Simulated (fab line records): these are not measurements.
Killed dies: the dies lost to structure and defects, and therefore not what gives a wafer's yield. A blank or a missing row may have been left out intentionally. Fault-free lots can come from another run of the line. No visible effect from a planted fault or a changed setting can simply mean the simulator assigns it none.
One fault through the eyes of 3 desks / flow nand-harc / what lay behind the numbers comes last; until then each desk has only its own

METROLOGY DESK
Lot by lot, what the gauges showed, no matter which tool ran the lot: averages of those sampled wafers that carry a number. If a lot's mean is further than 4 standard deviations from the usual mean, the lot is out of limits and carries the mark OUT (the distance appears in the brackets).
Columns: A = thk-nm at NHARC_A_SOURCE_PLATE_THK_MEAS_09, usual 9.8 nm; B = thk-nm at NHARC_A_ONON_D1_THK_MEAS_24, usual 1003 nm; C = thk-nm at NHARC_A_ONON_D1_THK_MEAS_27, usual 1003 nm
lot=L420; first seen here=day 8 01:40; A=9.5; B=1001; C=1023
lot=L422; first seen here=day 8 12:19; A=9.7; B=1011; C=1006
lot=L423; first seen here=day 9 02:58; A=9.6; B=993; C=999
lot=L424; first seen here=day 9 17:14; A=9.6; B=992; C=985
lot=L426; first seen here=day 10 21:12; A=9.1; B=1006; C=1007
lot=L427; first seen here=day 10 21:12; A=10.4; B=987; C=1020
lot=L428; first seen here=day 11 17:59; A=10.0; B=1015; C=1003
lot=L429; first seen here=day 12 03:30; A=10.6; B=986; C=996
lot=L430; first seen here=day 12 03:30; A=8.9; B=991; C=1003
lot=L431; first seen here=day 12 10:54; A=9.6; B=993; C=993
lot=L432; first seen here=day 13 03:06; A=9.8; B=1009; C=993
lot=L433; first seen here=day 13 03:06; A=9.6; B=995; C=1001
lot=L434; first seen here=day 14 00:44; A=9.4; B=1017; C=996
lot=L435; first seen here=day 14 00:44; A=8.9; B=1005; C=1002
Finding of this desk: none of the 14 lots has anything out of limits.

THE DEFECT DESK
Lot by lot, what the route's inspections counted, given as the mean of those sampled wafers with a number. If a lot's mean is further than 4 standard deviations from the usual mean, the lot is out of limits and carries the mark OUT (the distance appears in the brackets).
Columns: A = raw-defect-count at NHARC_A_CHANNEL_HOLE_D1_INSPECT_12, usual 6
lot=L420; first seen here=day 9 13:19; A=3
lot=L422; first seen here=day 10 00:48; A=6
lot=L423; first seen here=day 10 11:38; A=6
lot=L424; first seen here=day 11 04:41; A=3
lot=L427; first seen here=day 12 03:01; A=9
lot=L426; first seen here=day 12 04:49; A=5
lot=L428; first seen here=day 12 23:30; A=6
lot=L430; first seen here=day 13 08:16; A=7
lot=L429; first seen here=day 13 09:24; A=9
lot=L431; first seen here=day 13 16:23; A=5
lot=L432; first seen here=day 14 12:11; A=1042 (+99 or more) OUT
lot=L433; first seen here=day 14 12:20; A=5
lot=L434; first seen here=day 15 06:11; A=1067 (+99 or more) OUT
lot=L435; first seen here=day 15 06:20; A=6
This desk finds L432, L434 out of limits, L432 being first, at day 14 12:11 (raw-defect-count at NHARC_A_CHANNEL_HOLE_D1_INSPECT_12). L420, L422, L423, L424, L427, L426, L428, L430, L429, L431, L433, L435: within limits.

DESK OF THE TOOL OWNER: acl-dep-02
The tool's own readings at NHARC_A_CHANNEL_HOLE_D1_DEP_00 (deposits aC, target thk 3100 nm): means of the sampled wafers that have a number, for each lot that ran on this tool. If a lot's mean is further than 4 standard deviations from the usual mean, the lot is out of limits and carries the mark OUT (the distance appears in the brackets).
Columns: A = throttle-valve-pct at NHARC_A_CHANNEL_HOLE_D1_DEP_00, usual 35.000 %
lot=L422; first seen here=day 9 22:47; A=35.000
lot=L427; first seen here=day 12 00:43; A=35.004
lot=L430; first seen here=day 13 06:08; A=34.999
lot=L431; first seen here=day 13 14:14; A=34.998
lot=L432; first seen here=day 14 09:51; A=35.003
lot=L434; first seen here=day 15 03:45; A=35.005
Finding of this desk: none of the 6 lots has anything out of limits.

TAKEN TOGETHER
The defect desk could have raised an alarm at day 14 12:11, on L432, L434.
From the metrology desk's view, nothing was out of limits.
Nothing out of limits was seen by the tool owner's desk.
The metrology desk holds a record of L432, L434, inside its limits.
Tool owner's desk: L432, L434 on record, inside its limits.
NHARC_A_CHANNEL_HOLE_D1_DEP_00 was run on acl-dep-02 by each of the lots named.

WHAT THE SIMULATOR HAD PUT IN
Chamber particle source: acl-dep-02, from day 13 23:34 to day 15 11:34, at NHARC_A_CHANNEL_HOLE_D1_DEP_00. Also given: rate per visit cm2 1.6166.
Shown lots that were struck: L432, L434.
Hours from the fault's start to each desk's first reading out of limits: the defect desk, 13.
